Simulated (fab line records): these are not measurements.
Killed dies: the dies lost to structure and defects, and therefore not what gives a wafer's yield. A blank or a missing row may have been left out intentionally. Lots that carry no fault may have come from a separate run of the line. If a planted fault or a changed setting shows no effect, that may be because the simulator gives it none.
Struck lot and sound lot, side by side || flow n5_finfet || 15 steps out of a route of 1938
Sound: wafers L562.2, L562.3, L562.4. Struck: wafer L566.5 (left out: L566.3, L566.6 of the same lot, which were not struck); the cause appears at the end.
For every step that has rows: the tool of each side, followed by ch and its chambers, followed by its first start. Under that, the readings that differ: sound wafers || struck wafers || difference of the means || sigmas: that difference in standard deviations of wafers without a fault.
alike: words and numbers the same on both sides, and readings whose means are apart by under 2 such deviations; not compared: readings that were withheld, readings missing a value for some wafer, numbers with overlapping values and no deviation given by the record, and bounds like >300 which may hide the same value.
Wherever a step has rows on one side only, a row that says differs or no value, or a row with sigmas, the two part there. Non-overlapping numbers with no deviation appear without sigmas and do not part them. A reading that every wafer of one side lacks parts them only if that side has two wafers or more.

first, 1 step without rows for these wafers: N5_SDB_STRIP_19 (strips in N2/H2).
N5_SDB_STRIP_21: strips in CF4.
  sound on rie_diel-02 ch 0,3, day 5 03:02; struck on rie_diel-06 ch 2, day 6 00:06
  alike: bias_power_w, cf4_flow_sccm, drypump_motor_current_A, oes_product_au, rf_vpp_V, showerhead_plenum_p_Torr, throttle_valve_pct
  not compared: rf_hours_counter_h
N5_SDB_HM_OPEN_20: chemistry CH3F/O2, target SiNx, stops on poly-Si, target depth 24 nm.
  sound on rie_diel-02 ch 0,3, day 5 03:03; struck on rie_diel-06 ch 2, day 6 00:07
  alike: drypump_motor_current_A, oes_ar_750_au, oes_product_au, rf_vpp_V, showerhead_plenum_p_Torr, throttle_valve_pct
  not compared: rf_hours_counter_h
then, 3 steps without rows for these wafers: N5_SDB_STRIP_22 (strips in N2/H2); N5_SDB_PRECLEAN_23 (cleans in dHF, time 30 s); N5_SDB_DUMMY_REMOVE_24 (chemistry TMAH, target poly-Si, stops on SiO2, target depth 142 nm, time 57 s, rinse time 30 s).
N5_SDB_ETCH_25: etches SiO2 in C4F6/O2, target depth 10 nm, time 3.3 s.
  sound on rie_diel-02 ch 0,2, day 5 03:22; struck on rie_diel-04 ch 2, day 6 00:31
  alike: drypump_motor_current_A, oes_ar_750_au, oes_product_au, rf_vpp_V, showerhead_plenum_p_Torr, throttle_valve_pct
  not compared: rf_hours_counter_h
N5_SDB_CUT_ETCH_26: etches Si in HBr/Cl2/O2, target depth 129.6 nm, bt time 20 s, time 51.8 s.
  sound on rie_si-04 ch 0,2,3, day 5 03:26; struck on rie_si-03 ch 2, day 6 00:35
  alike: drypump_motor_current_A, he_backside_leak_sccm, oes_product_au, throttle_valve_pct
  not compared: rf_hours_counter_h
then, 3 steps without rows for these wafers: N5_SDB_PRECLEAN_38 (cleans in dHF, time 10 s); N5_SDB_PRECLEAN_39 (cleans in O3/DIW, time 45 s); N5_SDB_SRD_28 (time 30 s).
N5_SDB_ALD_29: deposits SiNx, target thk 30 nm, pulse time 1 s, ald cycles 600.
  sound on ald_sin-01 ch 0,1,2, day 5 03:37; struck on ald_sin-04 ch 1, day 6 02:08
{"reading": "heater_power_w (W)", "sound": "884 695 838", "struck": 978, "difference": "+172", "sigmas": "+2"}
  alike: precursor_pulse_height_rel
N5_SDB_CMP_30: polishes, stops on poly-Si, t overpolish 1.54 s, target thk 30 nm.
  sound on cmp-02 ch 0,1,3, day 5 06:23; struck on cmp-01 ch 2, day 6 03:37
{"reading": "motor_current_A (A)", "sound": "13.3 15.1 16.0", "struck": 11.4, "difference": -3.4, "sigmas": -2}
{"reading": "platen_rpm (rpm)", "sound": "51.80 51.75 51.81", "struck": 49.71, "difference": -2.08, "sigmas": -61}
  alike: overpolish_run_s, time_to_endpoint_s
  not compared: pad_life_wafers
N5_SDB_THK_MEAS_31:
  struck on film_metro-01, day 6 03:49; sound on film_metro-01, day 5 06:39
  alike: SDB_THK
-- the record jumps here: 9 days lie between the struck wafers' starts before and after (it left off in module SDB and takes up again in module PASSIVATION, whose first step shown is number 1936 of the route) --
N5_PASSIVATION_PROBE_49:
  the record has rows for the struck wafers here (prober-01, day 14 19:46) and none for the sound ones

## WHERE THEY PART
Earliest at N5_SDB_ALD_29; latest, in this record, at N5_PASSIVATION_PROBE_49.

WHY: what the simulator had put in
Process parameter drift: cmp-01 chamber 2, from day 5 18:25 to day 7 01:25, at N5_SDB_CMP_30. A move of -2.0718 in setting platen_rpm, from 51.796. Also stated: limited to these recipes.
